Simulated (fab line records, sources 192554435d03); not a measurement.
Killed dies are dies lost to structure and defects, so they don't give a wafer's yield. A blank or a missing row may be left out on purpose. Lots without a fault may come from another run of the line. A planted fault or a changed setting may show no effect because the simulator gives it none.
Split-lot experiment | flow n5_finfet | 7 lots, 39 wafers read, on a route of 1938 steps

THE SPLIT
At N5_BEOL_M12_ILD_DEP_00 (deposits SiOC from DEMS/O2, target thk 658.92 nm, time 130.7 s), the setting target_thk_a was moved away from the recipe's 6589.2 angstrom on 9 of the 39 wafers read, by -49.4% to +57.5%. The other wafers ran this setting at the recipe's value.

FROM THE SPLIT TO THE READING: what the file shows between them, 6 steps
- N5_BEOL_M12_THK_MEAS_01
- N5_BEOL_M12_COAT_58: time 60 s, resist thk 89 nm
- N5_BEOL_M12_COAT_04: resist thk 400 nm
- N5_BEOL_M12_DESCUM_15: chemistry O2, time 7.9 s
- N5_BEOL_M12_ETCH_59: etches BARC in N2/H2, target depth 89 nm, overetch 26.7 nm, time 67.9 s
- N5_BEOL_M12_VIA_ETCH_16: etches SiOC in C4F8/O2/Ar, target depth 724.8 nm

THE READING
oes_product_au, in a.u., at N5_BEOL_M12_STRIP_63 (strips in N2/H2). Fault-free wafers of this fab line usually give 0.693 a.u., standard deviation 0.0043 a.u..

wafer  | tool, chamber at the split | target_thk_a as run, angstrom | against the recipe | oes_product_au, a.u. | against lot-mates on the recipe
L076.3 | pecvd-02, 2                | 6589.2                        | recipe             | 0.689                | -
L076.4 | pecvd-02, 0                | 6589.2                        | recipe             | 0.695                | -
L076.5 | pecvd-02, 1                | 6589.2                        | recipe             | 0.688                | -
L080.1 | pecvd-01, 2                | 4367                          | -33.7%             | 0.748                | +0.054
L080.2 | pecvd-01, 1                | 4367                          | -33.7%             | 0.755                | +0.061
L080.3 | pecvd-01, 0                | 6589.2                        | recipe             | 0.691                | -
L080.4 | pecvd-01, 0                | 6589.2                        | recipe             | 0.691                | -
L080.5 | pecvd-01, 2                | 4367                          | -33.7%             | 0.745                | +0.051
L080.6 | pecvd-01, 1                | 6589.2                        | recipe             | 0.699                | -
L081.1 | pecvd-02, 2                | 6589.2                        | recipe             | 0.688                | -
L081.2 | pecvd-02, 0                | 6589.2                        | recipe             | 0.693                | -
L081.3 | pecvd-02, 0                | 6589.2                        | recipe             | 0.692                | -
L081.4 | pecvd-02, 2                | 6589.2                        | recipe             | 0.694                | -
L081.5 | pecvd-02, 0                | 6589.2                        | recipe             | 0.695                | -
L081.6 | pecvd-02, 2                | 6589.2                        | recipe             | 0.696                | -
L089.1 | pecvd-02, 0                | 6589.2                        | recipe             | 0.690                | -
L089.2 | pecvd-02, 1                | 6589.2                        | recipe             | 0.702                | -
L089.3 | pecvd-02, 2                | 6589.2                        | recipe             | 0.686                | -
L089.4 | pecvd-02, 0                | 6589.2                        | recipe             | 0.696                | -
L089.5 | pecvd-02, 1                | 6589.2                        | recipe             | 0.686                | -
L089.6 | pecvd-02, 2                | 6589.2                        | recipe             | 0.704                | -
L091.1 | pecvd-02, 1                | 3335                          | -49.4%             | 0.827                | +0.137
L091.2 | pecvd-02, 2                | 3335                          | -49.4%             | 0.827                | +0.137
L091.3 | pecvd-02, 0                | 3335                          | -49.4%             | 0.826                | +0.136
L091.4 | pecvd-02, 1                | 6589.2                        | recipe             | 0.692                | -
L091.5 | pecvd-02, 2                | 6589.2                        | recipe             | 0.687                | -
L091.6 | pecvd-02, 0                | 6589.2                        | recipe             | 0.692                | -
L095.1 | pecvd-03, 0                | 6589.2                        | recipe             | 0.696                | -
L095.2 | pecvd-03, 2                | 6589.2                        | recipe             | 0.686                | -
L095.3 | pecvd-03, 1                | 10380                         | +57.5%             | 0.456                | -0.237
L095.4 | pecvd-03, 0                | 10380                         | +57.5%             | 0.385                | -0.308
L095.5 | pecvd-03, 1                | 10380                         | +57.5%             | 0.369                | -0.324
L095.6 | pecvd-03, 2                | 6589.2                        | recipe             | 0.696                | -
L094.1 | pecvd-03, 1                | 6589.2                        | recipe             | 0.689                | -
L094.2 | pecvd-03, 0                | 6589.2                        | recipe             | 0.685                | -
L094.3 | pecvd-03, 2                | 6589.2                        | recipe             | 0.690                | -
L094.4 | pecvd-03, 0                | 6589.2                        | recipe             | 0.687                | -
L094.5 | pecvd-03, 2                | 6589.2                        | recipe             | 0.695                | -
L094.6 | pecvd-03, 1                | 6589.2                        | recipe             | 0.691                | -

THE FIT
A straight line over all 39 wafers: oes_product_au changes by -0.00371 a.u. for each +1% of target_thk_a; r = -0.94; the points scatter about the line by 0.03 a.u..
The same after taking each lot's own level away (the mean of its wafers on the recipe; 39 wafers): -0.00372 a.u. for each +1%; r = -0.94; scatter 0.031 a.u..
On that fit, the largest move of target_thk_a shifts the reading by 0.21 a.u..
The lots' own levels span 0.6895 to 0.6940 a.u., that is 1.0 times the standard deviation above.
So the lot-to-lot level changes the slope little: the two slopes agree.
Check: with one of the wafers moved furthest among these (+57.5%) left out of the fit, the line predicts -0.227 a.u. for it against its lot-mates. It came out at -0.237 a.u. against them.

OTHER SPLITS ON THESE WAFERS
These wafers also went through other splits before the reading. Each is held against what the fit with the lots' levels taken away leaves over:
other split on the same wafers           | wafers away from the commonest value | r with oes_product_au (lot level and that fit taken away)
N5_BEOL_M9_TRENCH_ETCH_37 target_depth_a | 18                                   | +0.04

THE WHOLE CHAIN: every reading that the file lists as answering this split, in the file's order
step                    | what it does                                                   | reading                                                                             | change (the file's fit)                   | r (the file's)
N5_BEOL_M12_ILD_DEP_00  | deposits SiOC from DEMS/O2, target thk 658.92 nm, time 130.7 s | SiOC_of_BEOL_M12_ILD_DEP_00.thk_nm (the simulator's own value, which no gauge read) | +6.76 nm for each +1% of the setting      | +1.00
N5_BEOL_M12_THK_MEAS_01 |                                                                | M12_ILD_THK                                                                         | +6.76 for each +1% of the setting         | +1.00
N5_BEOL_M12_VIA_ETCH_16 | etches SiOC in C4F8/O2/Ar, target depth 724.8 nm               | etch.depth_nm (the simulator's own value, which no gauge read)                      | +6.76 nm for each +1% of the setting      | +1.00
N5_BEOL_M12_VIA_ETCH_16 | etches SiOC in C4F8/O2/Ar, target depth 724.8 nm               | coat_of_BEOL_M12_COAT_04.thk_nm (the simulator's own value, which no gauge read)    | -2.01 nm for each +1% of the setting      | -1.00
N5_BEOL_M12_STRIP_63    | strips in N2/H2                                                | oes_product_au                                                                      | -0.00366 a.u. for each +1% of the setting | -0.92
N5_BEOL_M12_STRIP_63    | strips in N2/H2                                                | strip_time_to_endpoint_s                                                            | withheld for each +1% of the setting      | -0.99

THE FILE'S OWN FIT
oes_product_au changes by -0.00366 a.u. for each +1% of target_thk_a, r = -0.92.
